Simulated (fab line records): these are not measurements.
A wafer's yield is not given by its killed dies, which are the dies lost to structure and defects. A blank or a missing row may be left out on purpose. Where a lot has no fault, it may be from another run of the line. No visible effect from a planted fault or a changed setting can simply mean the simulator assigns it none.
Matching of chambers || flow n5_finfet || N5_BEOL_M7_ETCH_65 on rie_diel-05: 4 sister chambers
The step etches SiARC in CF4, target depth 15.6 nm, time 26 s. 18 wafers are shown with their chamber, then 9 later ones without.

## WAFERS, EACH WITH ITS CHAMBER
{"wafer": "L076.1", "chamber": 1, "showerhead_plenum_p_Torr (Torr)": 2.14, "drypump_motor_current_A (A)": 5.8, "throttle_valve_pct (%)": 15.55}
{"wafer": "L076.4", "chamber": 0, "showerhead_plenum_p_Torr (Torr)": 2.06, "drypump_motor_current_A (A)": 5.2, "throttle_valve_pct (%)": 15.77}
{"wafer": "L076.6", "chamber": 3, "showerhead_plenum_p_Torr (Torr)": 2.21, "drypump_motor_current_A (A)": 5.7, "throttle_valve_pct (%)": 15.78}
{"wafer": "L077.2", "chamber": 2, "showerhead_plenum_p_Torr (Torr)": 2.15, "drypump_motor_current_A (A)": 5.8, "throttle_valve_pct (%)": 15.42}
{"wafer": "L077.4", "chamber": 1, "showerhead_plenum_p_Torr (Torr)": 2.14, "drypump_motor_current_A (A)": 5.8, "throttle_valve_pct (%)": 15.56}
{"wafer": "L077.6", "chamber": 1, "showerhead_plenum_p_Torr (Torr)": 2.14, "drypump_motor_current_A (A)": 5.8, "throttle_valve_pct (%)": 15.56}
{"wafer": "L079.2", "chamber": 2, "showerhead_plenum_p_Torr (Torr)": 2.15, "drypump_motor_current_A (A)": 5.8, "throttle_valve_pct (%)": 15.43}
{"wafer": "L079.3", "chamber": 3, "showerhead_plenum_p_Torr (Torr)": 2.21, "drypump_motor_current_A (A)": 5.7, "throttle_valve_pct (%)": 15.80}
{"wafer": "L079.6", "chamber": 1, "showerhead_plenum_p_Torr (Torr)": 2.14, "drypump_motor_current_A (A)": 5.8, "throttle_valve_pct (%)": 15.56}
{"wafer": "L081.4", "chamber": 3, "showerhead_plenum_p_Torr (Torr)": 2.21, "drypump_motor_current_A (A)": 5.7, "throttle_valve_pct (%)": 15.80}
{"wafer": "L081.5", "chamber": 1, "showerhead_plenum_p_Torr (Torr)": 2.14, "drypump_motor_current_A (A)": 5.8, "throttle_valve_pct (%)": 15.59}
{"wafer": "L081.6", "chamber": 0, "showerhead_plenum_p_Torr (Torr)": 2.06, "drypump_motor_current_A (A)": 5.1, "throttle_valve_pct (%)": 15.79}
{"wafer": "L083.2", "chamber": 3, "showerhead_plenum_p_Torr (Torr)": 2.21, "drypump_motor_current_A (A)": 5.7, "throttle_valve_pct (%)": 15.83}
{"wafer": "L083.4", "chamber": 1, "showerhead_plenum_p_Torr (Torr)": 2.14, "drypump_motor_current_A (A)": 5.8, "throttle_valve_pct (%)": 15.59}
{"wafer": "L083.6", "chamber": 3, "showerhead_plenum_p_Torr (Torr)": 2.21, "drypump_motor_current_A (A)": 5.7, "throttle_valve_pct (%)": 15.83}
{"wafer": "L084.1", "chamber": 2, "showerhead_plenum_p_Torr (Torr)": 2.14, "drypump_motor_current_A (A)": 5.8, "throttle_valve_pct (%)": 15.45}
{"wafer": "L084.3", "chamber": 0, "showerhead_plenum_p_Torr (Torr)": 2.06, "drypump_motor_current_A (A)": 5.2, "throttle_valve_pct (%)": 15.79}
{"wafer": "L084.4", "chamber": 3, "showerhead_plenum_p_Torr (Torr)": 2.21, "drypump_motor_current_A (A)": 5.7, "throttle_valve_pct (%)": 15.82}

SIGNATURES, as means of the wafers listed above
{"reading": "showerhead_plenum_p_Torr", "chamber 0": 2.0600, "chamber 1": 2.1400, "chamber 2": 2.1467, "chamber 3": 2.2100, "scatter within a chamber": 0.00218}
{"reading": "drypump_motor_current_A", "chamber 0": 5.167, "chamber 1": 5.800, "chamber 2": 5.800, "chamber 3": 5.700, "scatter within a chamber": 0.0218}
{"reading": "throttle_valve_pct", "chamber 0": 15.7833, "chamber 1": 15.5683, "chamber 2": 15.4333, "chamber 3": 15.8100, "scatter within a chamber": 0.0174}
Rule: a wafer lies at a distance from a chamber equal to the root of the sum of squares, over the readings, of (its reading less the chamber's mean, divided by the reading's scatter). If the next closest chamber is less than 2 further off than the closest, the wafer can't be placed; otherwise it belongs to the closest. The scatter is the square root of a quotient: the sum, over the shown wafers, of each reading's squared deviation from its chamber's mean, divided by wafers minus chambers.

## WAFERS MISSING THEIR CHAMBER
{"wafer": "L087.2", "showerhead_plenum_p_Torr (Torr)": 2.05, "drypump_motor_current_A (A)": 5.1, "throttle_valve_pct (%)": 15.80}
{"wafer": "L087.5", "showerhead_plenum_p_Torr (Torr)": 2.14, "drypump_motor_current_A (A)": 5.8, "throttle_valve_pct (%)": 15.46}
{"wafer": "L087.6", "showerhead_plenum_p_Torr (Torr)": 2.14, "drypump_motor_current_A (A)": 5.8, "throttle_valve_pct (%)": 15.60}
{"wafer": "L089.1", "showerhead_plenum_p_Torr (Torr)": 2.13, "drypump_motor_current_A (A)": 5.8, "throttle_valve_pct (%)": 15.60}
{"wafer": "L089.2", "showerhead_plenum_p_Torr (Torr)": 2.14, "drypump_motor_current_A (A)": 5.8, "throttle_valve_pct (%)": 15.47}
{"wafer": "L089.6", "showerhead_plenum_p_Torr (Torr)": 2.05, "drypump_motor_current_A (A)": 5.2, "throttle_valve_pct (%)": 15.81}
{"wafer": "L096.1", "showerhead_plenum_p_Torr (Torr)": 2.13, "drypump_motor_current_A (A)": 5.8, "throttle_valve_pct (%)": 15.49}
{"wafer": "L096.5", "showerhead_plenum_p_Torr (Torr)": 2.13, "drypump_motor_current_A (A)": 5.8, "throttle_valve_pct (%)": 15.49}
{"wafer": "L096.6", "showerhead_plenum_p_Torr (Torr)": 2.20, "drypump_motor_current_A (A)": 5.7, "throttle_valve_pct (%)": 15.33}

## WHICH CHAMBER EACH ONE RAN IN
{"wafer": "L087.2", "from the rows above": 0, "in truth": 0}
{"wafer": "L087.5", "from the rows above": 2, "in truth": 2}
{"wafer": "L087.6", "from the rows above": 1, "in truth": 1}
{"wafer": "L089.1", "from the rows above": 1, "in truth": 1}
{"wafer": "L089.2", "from the rows above": "can't be placed: 2 or 1", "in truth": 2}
{"wafer": "L089.6", "from the rows above": 0, "in truth": 0}
{"wafer": "L096.1", "from the rows above": "can't be placed: 1 or 2", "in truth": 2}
{"wafer": "L096.5", "from the rows above": "can't be placed: 1 or 2", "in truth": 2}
{"wafer": "L096.6", "from the rows above": 2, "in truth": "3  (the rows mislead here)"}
5 of 9 placed correctly. Cannot be placed on the basis of these rows: 3; the candidates contain the true chamber in 3. Wrongly placed: 1.
